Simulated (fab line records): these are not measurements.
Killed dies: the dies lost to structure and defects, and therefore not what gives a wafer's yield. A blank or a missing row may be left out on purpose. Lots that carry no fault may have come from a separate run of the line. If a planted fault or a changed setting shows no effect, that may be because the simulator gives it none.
Chamber matching | flow n5Finfet | 4 sister chambers for N5_MOL_CONTACT_COAG_ALD_133 on aldSin-01
The step deposits SiO2, target thk 5 nm, pulse time 1 s, co reactant pulse time 1 s. 4 wafers are shown with their chamber, then 9 later ones without.

WAFERS WITH THEIR CHAMBER
wafer  | chamber | heaterPowerW (W)
L086.5 | 3       | 72
L087.5 | 2       | 74
L089.5 | 1       | 84
L089.6 | 0       | 72

WAFERS MISSING THEIR CHAMBER
wafer  | heaterPowerW (W)
L090.1 | 84
L090.4 | 70
L090.6 | 71
L092.1 | 84
L092.2 | 74
L092.3 | 71
L094.2 | 72
L094.3 | 82
L094.4 | 76

WHICH CHAMBER EACH ONE RAN IN
wafer  | from the rows above          | in truth
L090.1 | 1                            | 1
L090.4 | can't be placed: 0 or 3 or 2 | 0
L090.6 | can't be placed: 0 or 3 or 2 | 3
L092.1 | 1                            | 1
L092.2 | can't be placed: 2 or 0 or 3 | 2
L092.3 | can't be placed: 0 or 3 or 2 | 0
L094.2 | can't be placed: 0 or 3 or 2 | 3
L094.3 | 1                            | 1
L094.4 | can't be placed: 2 or 0 or 3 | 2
Placed correctly: 3 of 9. These rows do not allow placing 6 (true chamber among the candidates in 6). 0 placed wrongly.
How it was worked out, from the rows above alone: a wafer's distance from a chamber is the root of the sum, over the readings, of the square of ((its reading less the chamber's mean) divided by the reading's scatter). If the next closest chamber is less than 2 further off than the closest, the wafer can't be placed; otherwise it belongs to the closest. A chamber's mean is the mean of its shown wafers. The scatter: root of mean squared gap, hidden wafer to nearest shown wafer, with one shown wafer a chamber.
